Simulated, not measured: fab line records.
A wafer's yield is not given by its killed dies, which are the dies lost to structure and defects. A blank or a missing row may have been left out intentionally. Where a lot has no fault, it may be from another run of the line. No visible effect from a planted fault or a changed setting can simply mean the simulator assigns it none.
fab line records    flow nand_harc
record lots=6  wafers=18  last_day=34
route steps=1302 shown P_CONTACT@236 END@1302
lots that met no fault: from a run of the same line without faults
start_h: start of the lot's first displayed wafer, in hours after the record's first day    wait_h: hours elapsed since this lot's preceding step    " same as the row above    L1.1+2: a row that stands for several wafers    - no value, or no start was given    * or withheld: withheld    < > ~ a bound
route shown NAME@n: names a module that has steps shown in the file, with the first one's number in the route    usual: average and standard deviation across the fault-free wafers    same: alike in all rows    chamber/n: place in a boat    sites: per-site readings    _std_site: standard deviation of those values    _edge_site: outer sites' mean less inner sites'    radius_mm: how far each site lies from the wafer's centre    mask NAME#n: copy n    behind: the tool/chamber that last shaped the wafer    hold: what put the lot on hold/how long, in hours/how the hold closed    device: the n, p or np transistor that did not switch    end of line: tests of these same wafers at the route's end    a step with no rows: only its recipe    killed: the dies lost at the first sort to structure and to defects; this is not the yield of the wafer    map: the dies of a wafer, with x for killed, . for not killed, _ for no die there
set.NAME: the setting the step ran with; set.NAME@STEP: the setting that earlier step ran with    model.NAME: the simulator's own value behind a step, which no gauge read
lots at some steps of the route; a table a step, a row a wafer
services: when a tool's chamber went out of use (start_h, in hours from the record's first day, below 0 if earlier), for how many hours, and the reason
## steps
# step NHARC_P_CONTACT_ETCH_35
# recipe target_depth_a=390  over_etch_frac=0.3  time_s=65  ion_energy_ev=80  cf4_flow_sccm=150  ar_flow_sccm=0  rf_w=300  bias_w=100  chemistry=CF4
# step NHARC_P_CONTACT_ETCH_36
# recipe target_depth_a=2600  over_etch_frac=0.25  time_s=406.25  ion_energy_ev=200  n2_flow_sccm=150  h2_flow_sccm=150  ar_flow_sccm=0  rf_w=400  bias_w=150  chemistry=N2/H2
# step NHARC_P_CONTACT_ETCH_18
# recipe target_depth_a=4810  time_s=240.5  c4f8_flow_sccm=20  o2_flow_sccm=10  ar_flow_sccm=withheld  rf_w=600  bias_w=1500  chemistry=C4F8/O2/Ar
# usual oes_product_au=0.962/0.019  rf_vpp_V=975/4.8
lot.wafer  tool         chamber  start_h  wait_h  oes_product_au  rf_hours_counter_h  rf_vpp_V
L628.2     rie_diel-09  3        -        -       0.967           10.8                977
L628.1     "            0        "        "       0.980           10.5                974
L628.6     "            2        "        "       0.991           -                   980
L631.1     rie_diel-05  1        -        -       0.939           2.1                 970
L631.3     "            2        "        "       0.932           2.1                 981
L631.5     "            0        "        "       0.937           -                   970
L644.4     rie_diel-05  3        -        -       0.966           1.7                 984
L644.5     "            3        "        "       0.963           -                   983
L644.6     "            0        "        "       0.967           -                   971
L648.4     rie_diel-02  2        -        -       0.962           4.1                 968
L648.3     "            3        "        "       0.947           4.4                 976
L648.5     "            1        "        "       0.949           -                   972
L647.3     rie_diel-09  2        -        -       0.970           0.2                 981
L647.4     "            0        "        "       0.995           0.3                 974
L647.5     "            3        "        "       0.974           -                   976
L649.1     rie_diel-02  1        -        -       0.957           4.7                 972
L649.2     "            0        "        "       0.971           4.8                 973
L649.6     "            2        "        "       0.966           -                   969
# step NHARC_P_CONTACT_STRIP_37
# recipe c4f8_flow_sccm=withheld  o2_flow_sccm=8  ar_flow_sccm=withheld  bias_w=0  chemistry=C4F8/O2/Ar
# step NHARC_P_CONTACT_ETCH_31
# recipe target_depth_a=300  time_s=85.7  ion_energy_ev=120  over_etch_frac=1  ch3f_flow_sccm=50  o2_flow_sccm=30  ar_flow_sccm=200  rf_w=500  bias_w=100  chemistry=CH3F/O2
# usual drypump_motor_current_A=5.8/0.45  oes_product_au=0.978/0.013  rf_vpp_V=243.4/1.3  showerhead_plenum_p_Torr=2.39/0.084  throttle_valve_pct=20.662/0.0098
lot.wafer  tool         chamber  start_h  wait_h  drypump_motor_current_A  oes_product_au  rf_hours_counter_h  rf_vpp_V  showerhead_plenum_p_Torr  throttle_valve_pct
L628.1     rie_diel-09  1        -        -       6.1                      0.978           7.9                 244.3     2.49                      20.680
L628.2     "            3        "        "       5.5                      0.978           10.9                244.3     2.44                      20.661
L628.6     "            1        "        "       6.1                      0.973           -                   244.6     2.49                      20.653
L631.1     rie_diel-05  2        -        -       6.0                      0.968           2.1                 244.5     2.49                      20.666
L631.3     "            0        "        "       6.4                      0.967           2.3                 241.3     2.31                      20.675
L631.5     "            2        "        "       5.9                      0.963           -                   244.3     2.49                      20.667
L644.4     rie_diel-05  0        -        -       6.4                      0.977           1.7                 241.4     2.30                      20.670
L644.6     "            0        "        "       6.4                      0.974           -                   242.0     2.30                      20.661
L644.5     "            1        "        "       5.6                      0.978           -                   241.7     2.30                      20.667
L648.4     rie_diel-02  3        -        -       5.3                      0.958           4.5                 244.1     2.43                      20.649
L648.3     "            1        "        "       5.7                      0.965           4.2                 243.0     2.35                      20.672
L648.5     "            2        "        "       6.3                      0.998           -                   244.2     2.30                      20.652
L647.4     rie_diel-09  1        -        -       6.1                      0.995           0.2                 244.3     2.49                      20.662
L647.3     "            2        "        "       6.4                      0.985           0.3                 242.6     2.48                      20.658
L647.5     "            1        "        "       6.1                      0.995           -                   244.8     2.49                      20.674
L649.2     rie_diel-02  3        -        -       5.3                      0.965           4.9                 243.4     2.43                      20.664
L649.1     "            0        "        "       5.7                      0.978           4.8                 244.5     2.35                      20.649
L649.6     "            3        "        "       5.3                      0.961           -                   244.1     2.43                      20.661
# step NHARC_P_CONTACT_CD_MEAS_19
# usual cd_nm=89.6/1.6
lot.wafer  tool       chamber  start_h  wait_h  cd_nm
L628.1     cd_sem-02  -        137.62   -       91.0
L628.2     "          -        "        "       91.4
L628.6     "          -        "        "       89.8
L631.1     cd_sem-02  -        164.55   -       90.4
L631.3     "          -        "        "       89.0
L631.5     "          -        "        "       88.5
L644.4     cd_sem-01  -        304.84   -       87.8
L644.5     "          -        "        "       92.2
L644.6     "          -        "        "       88.6
L648.3     cd_sem-01  -        332.29   -       89.4
L648.4     "          -        "        "       89.0
L648.5     "          -        "        "       90.7
L647.3     cd_sem-02  -        333.11   -       92.5
L647.4     "          -        "        "       88.5
L647.5     "          -        "        "       90.3
L649.1     cd_sem-03  -        344.98   -       87.9
L649.2     "          -        "        "       90.8
L649.6     "          -        "        "       87.1
# step NHARC_P_CONTACT_STRIP_28
# recipe o2_flow_sccm=500  ar_flow_sccm=0  bias_w=0  chemistry=O2
# usual drypump_motor_current_A=6.0/0.47  oes_product_au=1.003/0.0092  rf_vpp_V=57.8/0.88  showerhead_plenum_p_Torr=3.48/0.1  throttle_valve_pct=17.037/0.009
lot.wafer  tool         chamber  start_h  wait_h  drypump_motor_current_A  oes_product_au  rf_hours_counter_h  rf_vpp_V  showerhead_plenum_p_Torr  throttle_valve_pct
L628.2     rie_diel-02  1        137.70   0.1     5.7                      0.997           2.9                 56.9      3.38                      17.061
L628.1     "            3        "        "       5.3                      1.004           3.3                 56.7      3.49                      17.040
L628.6     "            2        "        "       6.4                      1.000           -                   58.2      3.32                      17.036
L631.1     rie_diel-09  3        164.62   0.1     5.5                      1.004           0.3                 57.7      3.51                      17.030
L631.3     "            0        "        "       6.5                      1.009           0.4                 57.8      3.43                      17.038
L631.5     "            3        "        "       5.4                      0.998           -                   56.8      3.51                      17.035
L644.4     rie_diel-05  2        304.96   0.1     5.9                      1.006           1.6                 59.2      3.57                      17.043
L644.5     "            3        "        "       5.0                      0.985           -                   58.8      3.69                      17.025
L644.6     "            0        "        "       6.4                      0.986           -                   56.8      3.32                      17.037
L648.3     rie_diel-05  2        332.36   0.1     6.0                      1.005           2.5                 57.8      3.57                      17.045
L648.4     "            3        "        "       5.0                      0.981           2.7                 57.9      3.69                      17.039
L648.5     "            3        "        "       5.0                      0.993           -                   57.7      3.69                      17.020
L647.3     rie_diel-05  0        333.21   0.1     6.4                      0.998           2.7                 56.9      3.31                      17.033
L647.4     "            1        "        "       5.5                      0.994           2.5                 57.7      3.30                      17.029
L647.5     "            2        "        "       5.9                      1.012           -                   56.9      3.57                      17.051
L649.2     rie_diel-09  0        345.05   0.1     6.5                      1.018           1.2                 57.8      3.43                      17.047
L649.1     "            3        "        "       5.4                      1.004           1.3                 57.8      3.50                      17.048
L649.6     "            1        "        "       6.1                      1.017           -                   59.4      3.57                      17.035
# step NHARC_P_CONTACT_STRIP_29
# recipe time_s=1200  temp_c=72.5  chemistry=post_etch_residue_remover
# step NHARC_P_CONTACT_DEGAS_38
# recipe temp_c=300  time_s=60
# usual heater_power_w=470/41
lot.wafer  tool            chamber  start_h  wait_h  heater_power_w
L628.1     pvd_sputter-01  -        138.33   -       431
L628.2     "               -        "        "       468
L628.6     "               -        "        "       444
L631.1     pvd_sputter-01  -        165.26   -       442
L631.3     "               -        "        "       470
L631.5     "               -        "        "       448
L644.4     pvd_sputter-01  -        305.57   -       452
L644.6     "               -        "        "       405
L644.5     "               -        "        "       471
L648.3     pvd_sputter-03  -        333.01   -       451
L648.4     "               -        "        "       566
L648.5     "               -        "        "       541
L647.3     pvd_sputter-02  -        333.85   -       427
L647.4     "               -        "        "       478
L647.5     "               -        "        "       430
L649.2     pvd_sputter-02  -        345.69   -       441
L649.1     "               -        "        "       480
L649.6     "               -        "        "       495
# step NHARC_P_CONTACT_PRE_CLEAN_39
# recipe time_s=19.5  bias_v=250  gas=Ar
# step NHARC_P_CONTACT_PVD_32
# recipe target_thk_a=50  chamber_pressure_pa=5  power_w=5000  substrate_temp_c=200  time_s=17.7  material=Ti
# step NHARC_P_CONTACT_ALD_22
# recipe target_thk_a=30  pulse_time_s=1  ald_cycles=150  temp_c=450  material=TiN
# usual heater_power_w=1112/120  precursor_pulse_height_rel=1.001/0.021
lot.wafer  tool          chamber  start_h  wait_h  heater_power_w  precursor_pulse_height_rel
L628.1     ald_metal-01  3        138.57   -       1040            1.021
L628.2     "             0        "        "       1295            0.983
L628.6     "             3        "        "       1019            0.998
L631.3     ald_metal-01  1        165.50   -       1154            0.957
L631.1     "             0        "        "       1332            1.058
L631.5     "             1        "        "       1160            0.969
L644.4     ald_metal-02  0        305.81   -       896             0.971
L644.6     "             3        "        "       1073            1.028
L644.5     "             0        "        "       900             0.985
L648.4     ald_metal-03  3        333.25   -       1025            0.986
L648.3     "             1        "        "       1108            0.990
L648.5     "             0        "        "       1062            1.024
L647.3     ald_metal-01  0        334.07   -       1326            0.975
L647.4     "             1        "        "       1089            1.002
L647.5     "             0        "        "       1303            1.003
L649.2     ald_metal-01  0        345.92   -       1323            1.029
L649.1     "             2        "        "       1227            1.016
L649.6     "             0        "        "       1284            0.994
# step NHARC_P_CONTACT_CVD_23
# recipe target_thk_a=2000  temp_c=300  pressure_torr=40  wf6_flow_sccm=40  h2_flow_sccm=1600  ar_flow_sccm=1560  time_s=557  material=W
# usual chamber_pressure_Torr=39.99/0.092  heater_power_w=485/40  throttle_valve_pct=8.27/0.22
lot.wafer  tool      chamber  start_h  wait_h  chamber_pressure_Torr  heater_power_w  throttle_valve_pct
L628.1     cvd_w-02  0        138.82   -       39.97                  524             8.19
L628.2     "         1        "        "       40.04                  448             8.49
L628.6     "         0        "        "       40.09                  521             8.25
L631.1     cvd_w-02  0        165.70   -       39.96                  515             8.39
L631.3     "         0        "        "       40.11                  517             8.26
L631.5     "         0        "        "       40.05                  504             8.53
L644.4     cvd_w-02  1        306.17   -       39.95                  433             8.71
L644.5     "         1        "        "       39.85                  427             8.36
L644.6     "         0        "        "       39.85                  551             8.51
L648.4     cvd_w-02  1        333.64   -       39.99                  427             8.34
L648.3     "         0        "        "       39.89                  567             8.02
L648.5     "         0        "        "       39.96                  547             8.56
L647.4     cvd_w-02  1        334.46   -       40.02                  435             8.42
L647.3     "         0        "        "       40.03                  543             8.21
L647.5     "         1        "        "       40.11                  427             8.58
L649.1     cvd_w-01  1        346.14   -       39.87                  462             8.27
L649.2     "         0        "        "       39.82                  489             8.04
L649.6     "         0        "        "       39.76                  496             7.94
# step NHARC_P_CONTACT_CMP_24
# recipe t_overpolish_s=30  target_thk_nm=200
# usual motor_current_A=12.3/1.2  overpolish_run_s=29.999/0.0093  retaining_ring_pressure_frac=1.000/0.005  time_to_endpoint_s=40.6/2.4
lot.wafer  tool    chamber  start_h  wait_h  motor_current_A  overpolish_run_s  retaining_ring_pressure_frac  time_to_endpoint_s
L628.2     cmp-01  1        139.51   0.5     13.4             30.003            1.000                         43.4
L628.1     "       2        "        "       10.9             30.011            1.005                         54.2
L628.6     "       3        "        "       11.8             30.009            1.003                         39.2
L631.1     cmp-01  2        166.35   0.6     11.1             29.992            0.998                         58.0
L631.3     "       0        "        "       10.9             29.994            1.000                         59.5
L631.5     "       2        "        "       11.6             30.000            0.993                         55.8
L644.4     cmp-03  1        306.66   0.4     13.5             30.004            1.007                         37.4
L644.6     "       0        "        "       11.2             30.005            1.003                         41.4
L644.5     "       1        "        "       13.2             29.990            1.001                         37.8
L648.4     cmp-01  0        334.10   0.4     10.9             29.997            1.000                         42.6
L648.3     "       1        "        "       13.0             29.995            0.992                         39.5
L648.5     "       0        "        "       11.4             29.994            1.003                         40.3
L647.4     cmp-03  1        334.96   0.4     12.6             30.003            1.002                         36.8
L647.3     "       3        "        "       14.6             29.993            0.999                         40.6
L647.5     "       0        "        "       11.4             30.001            0.995                         40.0
L649.1     cmp-03  2        346.78   0.6     13.2             30.005            1.002                         42.2
L649.2     "       3        "        "       14.6             29.999            0.991                         41.1
L649.6     "       3        "        "       13.6             30.011            1.000                         41.0
# step NHARC_END_SORT_01
# recipe temp_c=25
# usual killed_at_array=57/17  killed_at_other=0.5/0.82  killed_at_periphery=4.0/2.8  killed_dies=61/18  killed_open=2.9/2  killed_short=2.3/1.7
# same gross_dies=677
lot.wafer  tool       chamber  start_h  wait_h  killed_at_array  killed_at_other  killed_at_periphery  killed_dies  killed_open  killed_short
L631.1     prober-01  0        606.80   2.5     61               1                4                    66           1            3
L631.3     prober-01  0        608.40   3.1     41               1                4                    46           1            5
L631.5     prober-01  0        610.00   3.7     48               0                4                    52           0            0
L644.4     prober-01  0        746.31   3.4     60               0                1                    61           3            0
L644.5     prober-01  0        747.12   3.7     47               2                1                    50           5            1
L644.6     prober-01  0        747.92   4.0     59               0                2                    61           3            5
L648.3     prober-02  0        794.50   3.1     71               0                2                    73           1            6
L648.4     prober-02  0        795.29   3.4     61               0                6                    67           2            1
L648.5     prober-02  0        796.08   3.7     56               0                2                    58           1            1
# killed by level:class
L631.1 A_SLIT:chamber_film_flake=24 A_CONTACT:chamber_film_flake=15 A_CHANNEL_HOLE_D2:chamber_film_flake=10 A_CHANNEL_HOLE_D1:chamber_film_flake=3 A_WL_FILL:chamber_film_flake=3 P_ZERO_WELL:chamber_film_flake=2 P_M0:geometric_particle:open=1 A_ONON_D2:geometric_particle:short=1
L631.3 A_SLIT:chamber_film_flake=22 A_CHANNEL_HOLE_D2:chamber_film_flake=6 A_STAIRCASE:chamber_film_flake=3 P_M2:chamber_film_flake=2 A_CONTACT:chamber_film_flake=2 P_CONTACT:geometric_particle:short=1 A_ONON_D1:geometric_particle:short=1 A_CHANNEL_FILL_D1:geometric_particle:short=1
L631.5 A_SLIT:chamber_film_flake=27 A_CONTACT:chamber_film_flake=10 A_CHANNEL_HOLE_D2:chamber_film_flake=5 P_M2:chamber_film_flake=3 A_CHANNEL_FILL_D2:chamber_film_flake=2 A_WL_FILL:chamber_film_flake=2 P_ZERO_WELL:chamber_film_flake=1 A_CHANNEL_HOLE_D1:chamber_film_flake=1
L644.4 A_CHANNEL_HOLE_D2:chamber_film_flake=34 A_CHANNEL_HOLE_D1:chamber_film_flake=11 A_SLIT:chamber_film_flake=4 A_M0:chamber_film_flake=3 A_STAIRCASE:chamber_film_flake=2 A_CONTACT:chamber_film_flake=2 A_CHANNEL_FILL_D1:geometric_particle:open=1 A_DECK1_JOINT:geometric_particle:open=1
L644.5 A_CHANNEL_HOLE_D2:chamber_film_flake=19 A_CHANNEL_HOLE_D1:chamber_film_flake=7 A_CONTACT:chamber_film_flake=5 A_M0:chamber_film_flake=5 A_SLIT:chamber_film_flake=3 A_WL_FILL:geometric_particle:open=2 A_STAIRCASE:chamber_film_flake=2 A_CHANNEL_HOLE_D2:geometric_particle:short=1
L644.6 A_CHANNEL_HOLE_D2:chamber_film_flake=25 A_CONTACT:chamber_film_flake=8 A_CHANNEL_HOLE_D1:chamber_film_flake=4 A_WL_FILL:chamber_film_flake=4 A_SLIT:chamber_film_flake=4 A_M0:chamber_film_flake=4 A_SOURCE_PLATE:geometric_particle:short=2 A_ONON_D2:geometric_particle:short=2
L648.3 A_CHANNEL_HOLE_D2:chamber_film_flake=29 A_CONTACT:chamber_film_flake=18 A_SLIT:chamber_film_flake=11 A_CHANNEL_HOLE_D1:chamber_film_flake=4 A_M1:chamber_film_flake=2 P_GATE:geometric_particle:short=1 P_M0:geometric_particle:short=1 A_CHANNEL_FILL_D1:geometric_particle:short=1
L648.4 A_CHANNEL_HOLE_D2:chamber_film_flake=33 A_CONTACT:chamber_film_flake=17 P_ZERO_WELL:chamber_film_flake=4 A_SLIT:chamber_film_flake=4 A_M1:chamber_film_flake=3 P_M1:geometric_particle:open=1 P_M2:geometric_particle:short=1 A_DECK1_JOINT:geometric_particle:open=1
L648.5 A_CHANNEL_HOLE_D2:chamber_film_flake=25 A_CONTACT:chamber_film_flake=13 A_SLIT:chamber_film_flake=7 A_CHANNEL_FILL_D1:chamber_film_flake=4 P_GATE:chamber_film_flake=2 A_CHANNEL_FILL_D1:geometric_particle:open=1 A_CHANNEL_FILL_D1:geometric_particle:short=1 A_DECK1_JOINT:chamber_film_flake=1
## services
tool          chamber  start_h  hours  kind
rie_diel-05   -        116.17   0.5    repair
ald_metal-01  2        131.33   29.1   repair
rie_diel-02   -        132.26   4.9    repair
rie_diel-09   2        134.31   1.2    repair
cmp-01        -        141.31   3.3    repair
rie_diel-09   -        143.10   9.0    pm
cmp-01        -        147.22   1.6    repair
rie_diel-05   2        152.22   7.3    repair
cmp-03        -        152.89   2.2    repair
cmp-03        -        162.13   4.0    pm
ald_metal-01  -        170.00   10.0   pm
rie_diel-02   0        171.23   6.1    repair
cmp-03        -        175.14   1.9    repair
rie_diel-09   0        176.02   18.0   repair
cmp-03        -        193.45   0.8    repair
cmp-01        -        198.02   0.3    repair
rie_diel-02   -        216.70   9.0    pm
rie_diel-05   -        229.60   9.0    pm
rie_diel-05   2        252.54   4.1    repair
ald_metal-01  2        267.27   2.6    repair
cvd_w-02      -        269.49   13.0   pm
rie_diel-09   3        302.88   4.0    repair
rie_diel-09   -        320.10   9.0    pm
rie_diel-05   1        336.31   4.2    repair
## key
first_sign step=NHARC_P_CONTACT_CMP_24  reading=time_to_endpoint_s  direction=up  sigmas=6.9  usual=*  struck=*
effect none on later readings
met_at NHARC_P_CONTACT_CVD_23
struck_wafers L628.1,L631.1,L631.3,L631.5
tester_left_out L628,L631
fault kind=process_parameter_drift  tool=cvd_w-02  chamber=-  onset_h=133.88  steps=NHARC_P_CONTACT_CVD_23  channel=target_thk_a  offset=*  shape=step  end_h=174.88  scope=struck_wafers_only  acts_in=*  stated=*
# tester_left_out: of these lots the tester's yield and bins aren't shown, on N5 and GAA mostly nor the transistor test; their killed dies are dies lost to structure and defects alone, not to doping, threshold or leakage, so they don't give the yield
